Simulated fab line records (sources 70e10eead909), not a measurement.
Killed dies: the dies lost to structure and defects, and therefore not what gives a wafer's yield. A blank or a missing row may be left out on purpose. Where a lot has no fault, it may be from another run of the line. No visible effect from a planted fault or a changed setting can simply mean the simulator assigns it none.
Matching of chambers -- flow nand_harc -- 4 sister chambers for NHARC_A_DECK1_JOINT_ETCHBACK_07 on rie_si-04
The step etches the open film in HBr, target depth 105 nm, time 26.9 s. 20 wafers are shown with their chamber, then 10 later ones without.

## WAFERS, EACH WITH ITS CHAMBER
wafer,chamber,drypump_motor_current_A (A),oes_product_au (a.u.),rf_fwd_power_W (W)
L075.1,3,5.55,0.996,342.0
L075.4,0,5.90,0.987,344.9
L075.5,3,5.56,1.009,344.4
L076.1,1,5.66,1.002,344.8
L076.4,0,5.90,0.997,345.9
L076.5,0,5.88,0.993,345.9
L083.1,2,5.45,0.983,345.9
L083.3,1,5.67,0.998,344.7
L083.5,0,5.90,0.997,344.2
L086.2,3,5.54,0.998,344.7
L086.3,1,5.61,1.006,343.3
L086.6,0,5.88,1.010,344.1
L087.3,3,5.57,0.985,343.3
L087.4,1,5.59,1.008,343.9
L087.6,0,5.87,1.006,345.7
L088.1,2,5.42,0.983,348.4
L088.4,1,5.67,1.014,344.5
L088.5,2,5.44,0.985,348.4
L091.2,2,5.47,0.983,344.7
L091.3,3,5.56,1.004,343.8

SIGNATURES (averages over the wafers above)
reading,chamber 0,chamber 1,chamber 2,chamber 3,scatter within a chamber
drypump_motor_current_A,5.8883,5.6400,5.4450,5.5560,0.0228
oes_product_au,0.99833,1.00560,0.98350,0.99840,0.00722
rf_fwd_power_W,345.117,344.240,346.850,343.640,1.12
Rule: for a wafer and a chamber, the distance is found by dividing, reading by reading, the gap between the wafer's reading and the chamber's mean by the reading's scatter, squaring, summing and taking the root. If the next closest chamber is less than 2 further off than the closest, the wafer can't be placed; otherwise it belongs to the closest. The scatter: take each reading less its chamber's mean, square it, sum over the shown wafers, divide by the number of wafers less the number of chambers, and take the root.

## WAFERS WITH NO CHAMBER GIVEN
wafer,drypump_motor_current_A (A),oes_product_au (a.u.),rf_fwd_power_W (W)
L091.6,5.53,0.989,345.9
L090.1,5.44,1.002,346.4
L090.5,5.87,1.008,347.5
L090.6,5.53,1.005,342.5
L094.1,5.86,0.997,345.4
L094.2,5.41,0.985,346.8
L094.4,5.53,0.990,343.8
L095.2,5.45,0.981,347.8
L095.3,5.92,0.999,345.8
L095.6,5.55,0.996,345.2

## WHICH CHAMBER EACH WENT THROUGH
wafer,from the rows above,in truth
L091.6,can't be placed: 3 or 2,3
L090.1,2,2
L090.5,0,0
L090.6,3,3
L094.1,0,0
L094.2,2,2
L094.4,3,3
L095.2,2,2
L095.3,0,0
L095.6,3,3
Correct placement for 9 of the 10. These rows do not allow placing 1 (true chamber among the candidates in 1). Number placed wrongly: 0.
